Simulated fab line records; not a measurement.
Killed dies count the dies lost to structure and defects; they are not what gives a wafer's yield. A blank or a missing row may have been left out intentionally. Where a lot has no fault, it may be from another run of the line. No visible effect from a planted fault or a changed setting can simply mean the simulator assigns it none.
Split-lot experiment ; flow n5Finfet ; route with 1938 steps; 7 lots, 39 wafers read

== ABOUT THE SPLIT ==
At N5_BEOL_M3_ETCH_64 (etches SOC in N2/H2, target depth 75 nm, overetch 15 nm, time 112.5 s), the setting timeS was moved away from the recipe's 112.5 s on 9 of the 39 wafers read, by +36.8% to +56.9%. This setting was run at the recipe's value on the other wafers.

== FROM THE SPLIT TO THE READING: what the file shows between them, 3 steps ==
- N5_BEOL_M3_STRIP_65: strips in N2/H2
- N5_BEOL_M3_STRIP_75: strips in N2/H2
- N5_BEOL_M3_STRIP_66: strips in CF4

== THE READING ==
etch.depthNm (the simulator's own value, which no gauge read), in nm, at N5_BEOL_M3_HM_OPEN_17 (chemistry Cl2/BCl3, target TiN, target depth 20 nm, overetch 6 nm). No usual value for it is given in the file. Average 19.98 nm, standard deviation 0.25 nm, over the 30 wafers here run with the recipe.

wafer;tool, chamber at the split;timeS as run, s;against the recipe;etch.depthNm, nm;against lot-mates on the recipe
L074.2;rieDiel-03, 1;112.5;recipe;20.11;-
L074.4;rieDiel-03, 3,1;112.5;recipe;19.9;-
L074.5;rieDiel-03, 3,1;112.5;recipe;20.19;-
L075.1;rieDiel-03, 0,2;112.5;recipe;19.65;-
L075.2;rieDiel-03, 3;112.5;recipe;19.57;-
L075.5;rieDiel-03, 3;112.5;recipe;19.57;-
L075.3;rieDiel-03, 0,2;112.5;recipe;19.59;-
L075.4;rieDiel-03, 1;112.5;recipe;19.9;-
L075.6;rieDiel-03, 0;112.5;recipe;19.81;-
L077.1;rieDiel-01, 0;112.5;recipe;19.94;-
L077.2;rieDiel-01, 1;112.5;recipe;20.08;-
L077.3;rieDiel-01, 2;112.5;recipe;20.58;-
L077.4;rieDiel-01, 3;112.5;recipe;20.24;-
L077.5;rieDiel-01, 3;112.5;recipe;20.09;-
L077.6;rieDiel-01, 2;112.5;recipe;20.46;-
L080.1;rieDiel-04, 3;153.9;+36.8%;16.64;-3.33
L080.2;rieDiel-04, 2;112.5;recipe;19.82;-
L080.3;rieDiel-04, 1;153.9;+36.8%;15.83;-4.14
L080.4;rieDiel-04, 0;112.5;recipe;20.09;-
L080.5;rieDiel-04, 3;153.9;+36.8%;15.93;-4.04
L080.6;rieDiel-04, 2;112.5;recipe;19.99;-
L084.1;rieDiel-04, 2;176.5;+56.9%;13.66;-6.06
L084.2;rieDiel-04, 1;112.5;recipe;19.56;-
L084.3;rieDiel-04, 3;176.5;+56.9%;14.13;-5.59
L084.4;rieDiel-04, 0;112.5;recipe;19.89;-
L084.5;rieDiel-04, 2;176.5;+56.9%;14.06;-5.66
L084.6;rieDiel-04, 1;112.5;recipe;19.72;-
L089.1;rieDiel-03, 1;165.1;+46.8%;14.99;-5.08
L089.2;rieDiel-03, 3;112.5;recipe;19.96;-
L089.3;rieDiel-03, 2;112.5;recipe;20.31;-
L089.4;rieDiel-03, 0;165.1;+46.8%;15.17;-4.90
L089.5;rieDiel-03, 0;112.5;recipe;19.95;-
L089.6;rieDiel-03, 3;165.1;+46.8%;14.78;-5.29
L091.1;rieDiel-04, 2;112.5;recipe;20.03;-
L091.2;rieDiel-04, 3;112.5;recipe;20.23;-
L091.3;rieDiel-04, 0;112.5;recipe;20.09;-
L091.4;rieDiel-04, 1;112.5;recipe;20.06;-
L091.5;rieDiel-04, 3;112.5;recipe;20.04;-
L091.6;rieDiel-04, 0;112.5;recipe;19.98;-
Where a row lists several chambers, the file gives one row for several wafers and doesn't say which wafer went through which chamber.

THE FIT
A straight line over all 39 wafers: etch.depthNm changes by -0.106 nm for each +1% of timeS; r = -0.99; the points scatter about the line by 0.26 nm.
The same after taking each lot's own level away (the mean of its wafers on the recipe; 39 wafers): -0.104 nm for each +1%; r = -1.00; scatter 0.2 nm.
On that fit, the largest move of timeS shifts the reading by 5.9 nm.
The span of the lots' own levels, 19.682 to 20.232 nm, comes to 2.2 times the standard deviation stated above.
Hence the lot-to-lot level has little effect on the slope; both slopes agree.
Check: for one of the wafers moved furthest among these (+56.9%), held out of the fit, the line's prediction against its lot-mates is -5.92 nm. Against them it came out at -6.06 nm.

== THE OTHER SPLITS THESE WAFERS WENT THROUGH ==
Before the reading, these wafers also passed through other splits. Each is held against what the fit with the lots' levels taken away leaves over:
other split on the same wafers;wafers away from the commonest value;r with etch.depthNm (lot level and that fit taken away)
N5_FIN_SAQP_HM_DEP_72 targetThkA;6;-0.18
N5_SDB_ALD_29 aldCycles;15;-0.35
N5_HKMG_FIN_ETCH_55 timeS;15;+0.29

== THE WHOLE CHAIN: every reading that the file lists as answering this split, in the file's order ==
step;what it does;reading;change (the file's fit);r (the file's)
N5_BEOL_M3_ETCH_64;etches SOC in N2/H2, target depth 75 nm, overetch 15 nm, time 112.5 s;SiARC_of_BEOL_M3_COAT_62.thkNm (the simulator's own value, which no gauge read);-0.052 nm for each +1% of the setting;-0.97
N5_BEOL_M3_ETCH_64;etches SOC in N2/H2, target depth 75 nm, overetch 15 nm, time 112.5 s;BEOL_M3.cdOffsetNm (the simulator's own value, which no gauge read);+0.0215 nm for each +1% of the setting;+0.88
N5_BEOL_M3_HM_OPEN_17;chemistry Cl2/BCl3, target TiN, target depth 20 nm, overetch 6 nm;etch.depthNm (the simulator's own value, which no gauge read);-0.104 nm for each +1% of the setting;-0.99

== THE FILE'S OWN FIT ==
etch.depthNm changes by -0.104 nm for each +1% of timeS, r = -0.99.
